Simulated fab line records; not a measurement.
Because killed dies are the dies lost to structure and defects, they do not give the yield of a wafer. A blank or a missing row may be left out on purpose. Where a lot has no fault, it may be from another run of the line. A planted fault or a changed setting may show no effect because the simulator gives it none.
A lot that was struck, set against a sound lot ; flow n5Finfet ; 34 steps out of a route of 1938
Sound: these wafers, L491.1, L491.4, L491.5. Wafers struck: L496.2, L496.3, L496.6. At the end, the cause is stated.
At each step with rows: each side's tool, then ch and its chambers, then its first start. Under that, the readings that differ: sound wafers ; struck wafers ; difference of the means ; sigmas: that difference in standard deviations of wafers without a fault.
alike: a reading whose means differ by less than 2 such deviations, as well as words and numbers matching on both sides. not compared: withheld readings; readings where some wafer has no value; bounds like >300 that might hide an equal value; numbers whose values overlap and for which the record gives no deviation.
A row with sigmas, a row that says differs or no value, or rows on one side alone: a step with any of these is where the two part. Numbers that have no deviation but don't overlap get no sigmas and don't part them. Lack of a reading on every wafer of one side parts them only where that side has two or more wafers.

first, 11 steps without rows for these wafers: N5_BEOL_M12_TRENCH_ETCH_34 (etches SiOC in C4F8/O2/Ar, target depth 318.95 nm, time 125.5 s); N5_BEOL_M12_STRIP_70 (strips in C4F8/O2/Ar); N5_BEOL_M12_STRIP_37 (strips in N2/H2); N5_BEOL_M12_ETCH_38 (etches SiCN in CF4/N2, target depth 68.7 nm, time 73.4 s); N5_BEOL_M12_PRECLEAN_39 (cleans in residue remover, time 60 s); N5_BEOL_M12_SRD_40 (time 30 s, dry time 30 s); N5_BEOL_M12_DEGAS_41 (time 60 s); N5_BEOL_M12_PRE_CLEAN_42 (time 30 s); N5_BEOL_M12_SPUTTER_43 (material TaN, target thk 15 nm, time 24.19 s); N5_BEOL_M12_SPUTTER_44 (material Ta, target thk 10 nm, time 16.13 s); N5_BEOL_M12_SPUTTER_45 (material Cu, target thk 80 nm, time 13.33 s).
N5_BEOL_M12_ECD_47: material Cu, target thk 720 nm.
  sound on ecdCu-01 ch 0,1, day 13 14:12; struck on ecdCu-01 ch 0,1, day 15 09:38
then, 21 steps without rows for these wafers: N5_BEOL_M12_ANNEAL_48 (time 90 s); N5_BEOL_M12_CMP_49 (polishes, stops on SiOC, t overpolish 20.6 s, target thk 320 nm); N5_BEOL_M12_PRE_CLEAN_52 (time 15 s); N5_BEOL_M12_DEP_53 (deposits SiCN from 3MS/NH3, target thk 30 nm, time 10.5 s); N5_BEOL_M13_ILD_DEP_00 (deposits SiOC from DEMS/O2, target thk 837.92 nm, time 166.4 s); N5_BEOL_M13_COAT_58 (time 60 s, resist thk 89 nm); N5_BEOL_M13_COAT_04 (resist thk 400 nm); N5_BEOL_M13_EBR_06; N5_BEOL_M13_SOFTBAKE_05 (time 60 s); N5_BEOL_M13_EXPOSE_07 (exposes mask V12); N5_BEOL_M13_PEB_08 (peb time 90 s); N5_BEOL_M13_DEVELOP_09 (develop time 45 s); N5_BEOL_M13_HARDBAKE_14 (time 120 s); N5_BEOL_M13_DESCUM_15 (chemistry O2, time 7.9 s); N5_BEOL_M13_ETCH_59 (etches BARC in N2/H2, target depth 89 nm, overetch 26.7 nm, time 67.9 s); N5_BEOL_M13_VIA_ETCH_16 (etches SiOC in C4F8/O2/Ar, target depth 921.7 nm); N5_BEOL_M13_STRIP_63 (strips in N2/H2); N5_BEOL_M13_STRIP_64 (strips in N2/H2); N5_BEOL_M13_STRIP_71 (strips in post etch residue remover, time 60 s); N5_BEOL_M13_SRD_72 (time 30 s, dry time 30 s); N5_BEOL_M13_COAT_65 (time 60 s, resist thk 350 nm).
N5_PASSIVATION_PROBE_49:
  sound: prober-02 at day 15 04:29; struck: prober-01 at day 17 01:45
reading;sound;struck;difference;sigmas
defectLimitedYield (%);90.4 91.2 90.8;73.7 73.0 73.9;-17.3;-12
killed_at_M0_to_M3;47 49 45;16 30 35;-20;-2
killed_at_M4_up;13 8 4;247 241 223;+229;+42
killedDies;113 104 109;310 319 308;+204;+11
killedOnRim;15 18 19;41 45 38;+24;+6
sort_bin_5_function (%);5.3 5.7 6.0;14.8 15.7 14.3;+9.3;+9
sort_bin_6_memory (%);3.8 3.1 3.1;10.1 10.1 9.4;+6.5;+10
sortNPass;1067 1076 1071;870 861 872;-204;-11
sortYieldPct (%);90.4 91.2 90.8;73.7 73.0 73.9;-17.3;-12
  alike: killedAtContacts, killedAtFrontEnd, killedAtOther, killedOpen, killedShort

## WHERE THEY PART
Within this record, at N5_PASSIVATION_PROBE_49 only.

WHY: what the simulator had put in
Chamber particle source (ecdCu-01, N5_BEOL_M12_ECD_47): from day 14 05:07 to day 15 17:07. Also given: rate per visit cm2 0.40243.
